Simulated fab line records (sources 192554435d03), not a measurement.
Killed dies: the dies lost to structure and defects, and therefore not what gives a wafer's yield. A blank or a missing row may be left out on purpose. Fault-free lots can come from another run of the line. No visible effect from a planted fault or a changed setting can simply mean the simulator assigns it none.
A struck lot beside a sound one :: flow n5Finfet :: 14 steps out of a route of 1938
Sound: wafers L839.1, L839.2, L839.5. Struck: wafer L848.2 (left out: L848.5, L848.6 of the same lot, which were not struck); the cause appears at the end.
Each step with rows lists, per side, the tool, then ch with its chambers, then its first start. Under that, the readings that differ: sound wafers :: struck wafers :: difference of the means :: sigmas: that difference in standard deviations of wafers without a fault.
alike: readings whose means differ by less than 2 such deviations, and words and numbers that are the same on both sides. not compared: withheld readings, readings that some wafer has no value for, bounds like >300 that may hide the same value, and numbers for which the record gives no deviation and whose values overlap.
Wherever a step has rows on one side only, a row that says differs or no value, or a row with sigmas, the two part there. When numbers do not overlap yet have no deviation, they are printed without sigmas and do not part them. A reading that every wafer of one side lacks parts them only if that side has two wafers or more.

N5_HKMG_FIN_ETCHBACK_68: etches the open film in Cl2/Ar, stops on HfO2, target depth 0.5 nm.
  sound on rieMetal-03 ch 0,1, day 5 15:50; struck on rieMetal-03 ch 0, day 8 02:05
  alike: drypumpMotorCurrentA, oes_ar_750_au, oesProductAu, throttleValvePct
  not compared: rfHoursCounterH
then, 6 steps without rows for these wafers: N5_HKMG_FIN_STRIP_69 (strips in N2/H2, time 360 s); N5_HKMG_FIN_ALD_21 (deposits TiN, target thk 1.5 nm, pulse time 1 s, purge time 3 s); N5_HKMG_FIN_ALD_72 (deposits W, target thk 2 nm, pulse time 1 s, purge time 2 s); N5_HKMG_FIN_W_FILL_22 (material W, target thk 60 nm, time 18.2 s); N5_HKMG_FIN_PRECLEAN_83 (cleans in DIW, time 57.5 s); N5_HKMG_FIN_SRD_84 (dry time 32 s).
N5_HKMG_FIN_CMP_23: polishes, stops on SiNx, t overpolish 10 s, target thk 46.326 nm.
  sound on cmp-02 ch 1,2, day 5 16:54; struck on cmp-03 ch 3, day 8 03:23
reading: slurryFlowMlMin
sound: 150.3 150.1 149.9
struck: 148.4
difference: -1.7
sigmas: -3
  alike: motorCurrentA, overpolishRunS, timeToEndpointS
N5_HKMG_FIN_CMP_94: polishes, stops on SiNx, t overpolish 4.7 s, target thk 43.299 nm.
  sound on cmp-02 ch 1,2, day 5 17:23; struck on cmp-03 ch 3, day 8 03:46
  alike: motorCurrentA, slurryFlowMlMin
N5_HKMG_FIN_INSPECT_28: inspects for defects (darkfield).
  sound: defectInspect-01 at day 5 17:37; struck: defectInspect-02 at day 8 03:56
  alike: rawDefectCount
N5_GATE_CUT_ETCHBACK_00: etches W in SF6/Cl2.
  sound on rieMetal-02 ch 0,1, day 5 17:38; struck on rieMetal-02 ch 1, day 8 03:58
reading: oesProductAu (a.u.)
sound: 0.65 0.97 0.97
struck: 0.63
difference: -0.23
sigmas: -2
  alike: drypumpMotorCurrentA, throttleValvePct
  not compared: rfHoursCounterH
N5_GATE_CUT_ETCH_56: etches TiN in Cl2/Ar, target depth 21.6 nm.
  sound on rieMetal-02 ch 0,1, day 5 17:46; struck on rieMetal-02 ch 1, day 8 04:05
reading: throttleValvePct (%)
sound: 20.70 20.84 20.85
struck: 20.35
difference: -0.45
sigmas: -2

reading: model.etch.depthNm (nm)
sound: 20.92 21.34 21.26
struck: 32.67
difference: +11.50
sigmas: 
  alike: drypumpMotorCurrentA, oes_ar_750_au, oesProductAu
  not compared: rfHoursCounterH
N5_GATE_CUT_ETCHBACK_30: etches TiN in Cl2/Ar, target depth 3 nm.
  sound on rieMetal-02 ch 0,1, day 5 17:51; struck on rieMetal-02 ch 1, day 8 04:11
reading: oes_ar_750_au (a.u.)
sound: 0.63 0.98 0.98
struck: 0.62
difference: -0.24
sigmas: -2

reading: oesProductAu (a.u.)
sound: 0.64 0.97 0.96
struck: 0.63
difference: -0.23
sigmas: -2
  alike: drypumpMotorCurrentA, throttleValvePct
  not compared: rfHoursCounterH
N5_PASSIVATION_PROBE_49:
  rows exist in the record for the sound wafers here (prober-01, day 14 01:24), none for the struck ones

WHERE THEY PART
Last at N5_PASSIVATION_PROBE_49 as far as this record goes, first at N5_HKMG_FIN_CMP_23.

WHY: the cause the simulator had injected
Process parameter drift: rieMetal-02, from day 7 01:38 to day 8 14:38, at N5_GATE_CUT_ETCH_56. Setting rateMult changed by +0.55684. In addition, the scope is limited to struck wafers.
